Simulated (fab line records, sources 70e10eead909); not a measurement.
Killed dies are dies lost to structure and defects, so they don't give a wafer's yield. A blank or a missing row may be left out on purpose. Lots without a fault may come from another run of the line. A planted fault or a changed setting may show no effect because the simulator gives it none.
Which tool did it? | flow nand_harc | 11 lots, 33 wafers sampled, at 1 step of a route of 1159

WHAT THE GAUGES READ, wafer by wafer
NHARC_A_SLIT_OVL_MEAS_10.
lot  | measured     | on         | overlay_x_nm (nm)
L075 | day 14 15:55 | overlay-02 | 1.4 1.2 1.0
L077 | day 14 22:51 | overlay-01 | 0.3 0.1 0.3
L082 | day 16 11:01 | overlay-01 | -0.7 -0.6 -0.7
L080 | day 16 13:00 | overlay-01 | -1.1 -1.0 -0.3
L084 | day 16 22:31 | overlay-02 | -0.2 0.3 0.1
L087 | day 17 07:47 | overlay-01 | -0.1 0.0 0.1
L088 | day 18 13:51 | overlay-02 | 0.9 0.3 0.8
L089 | day 18 20:07 | overlay-02 | 0.3 -0.2 0.1
L093 | day 19 07:10 | overlay-02 | 0.7 1.1 1.0
L097 | day 20 01:16 | overlay-02 | 0.7 0.8 1.2
L095 | day 20 03:11 | overlay-01 | -1.2 -0.6 -0.8

WHICH TOOL RAN EACH LOT (tool, then ch and the chambers of the sampled wafers, then the start)
The record holds no process step before these readings.

THE ANSWER, worked out from the rows above alone
Rule: what is usual is taken from the lots themselves. Put in order of their means at a reading, lots are off if they are a third of the lots or fewer, leave a main group of 4 or more, and stand apart from it by a gap of 3 or more times the standard deviation of the main group's means; of several such gaps the widest counts. A main group whose means are all the same, to the digits that the tables above print for the reading, isn't used. A lot without any number at a reading at which 4 lots or more have one is off too. The other lots that the step has rows for count as sound.
No lot is off at any reading shown: from this, nothing can be told.

WHAT THE SIMULATOR HAD PUT IN
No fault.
